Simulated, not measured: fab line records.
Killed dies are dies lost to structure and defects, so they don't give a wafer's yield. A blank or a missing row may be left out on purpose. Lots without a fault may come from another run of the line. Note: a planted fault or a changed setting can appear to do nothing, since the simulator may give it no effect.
Chamber matching :: flow n5-finfet :: 4 sister chambers for N5_BEOL_M11_ETCH_66 on rie-diel-06
The step etches SOC in N2/H2, target depth 120 nm, overetch 24 nm, time 180 s. 8 wafers are shown with their chamber, then 7 later ones without.

EACH WAFER AND ITS CHAMBER
wafer: L078.1
chamber: 0
showerhead-plenum-p-Torr (Torr): 2.70
throttle-valve-pct (%): 17.75

wafer: L078.6
chamber: 2
showerhead-plenum-p-Torr (Torr): 2.73
throttle-valve-pct (%): 18.14

wafer: L082.3
chamber: 2
showerhead-plenum-p-Torr (Torr): 2.72
throttle-valve-pct (%): 18.14

wafer: L084.2
chamber: 3
showerhead-plenum-p-Torr (Torr): 2.47
throttle-valve-pct (%): 17.73

wafer: L084.4
chamber: 1
showerhead-plenum-p-Torr (Torr): 2.63
throttle-valve-pct (%): 18.27

wafer: L084.5
chamber: 1
showerhead-plenum-p-Torr (Torr): 2.63
throttle-valve-pct (%): 18.26

wafer: L087.3
chamber: 0
showerhead-plenum-p-Torr (Torr): 2.69
throttle-valve-pct (%): 17.80

wafer: L087.5
chamber: 3
showerhead-plenum-p-Torr (Torr): 2.47
throttle-valve-pct (%): 17.73

WAFERS WITH NO CHAMBER GIVEN
wafer: L087.6
showerhead-plenum-p-Torr (Torr): 2.72
throttle-valve-pct (%): 18.17

wafer: L088.3
showerhead-plenum-p-Torr (Torr): 2.69
throttle-valve-pct (%): 17.78

wafer: L088.5
showerhead-plenum-p-Torr (Torr): 2.63
throttle-valve-pct (%): 18.26

wafer: L088.6
showerhead-plenum-p-Torr (Torr): 2.69
throttle-valve-pct (%): 17.79

wafer: L097.2
showerhead-plenum-p-Torr (Torr): 2.71
throttle-valve-pct (%): 18.20

wafer: L097.4
showerhead-plenum-p-Torr (Torr): 2.62
throttle-valve-pct (%): 18.31

wafer: L097.6
showerhead-plenum-p-Torr (Torr): 2.69
throttle-valve-pct (%): 17.81

CHAMBER TAKEN BY EACH
wafer: L087.6
from the rows above: 2
in truth: 2

wafer: L088.3
from the rows above: 0
in truth: 0

wafer: L088.5
from the rows above: 1
in truth: 1

wafer: L088.6
from the rows above: 0
in truth: 0

wafer: L097.2
from the rows above: 2
in truth: 2

wafer: L097.4
from the rows above: 1
in truth: 1

wafer: L097.6
from the rows above: 0
in truth: 0
Correct placement for 7 of the 7. From these rows, 0 cannot be placed. 0 placed wrongly.
How it was worked out, from the rows above alone: a wafer's distance from a chamber is the root of the sum, over the readings, of the square of ((its reading less the chamber's mean) divided by the reading's scatter). The wafer belongs to the nearest chamber; if the next one is less than 2 further off, it can't be placed. Each chamber's mean is taken over the wafers shown for it. How the scatter is found: for the shown wafers, subtract from each reading the mean of its chamber, square and add these, divide the total by (wafers less chambers), then take the root.
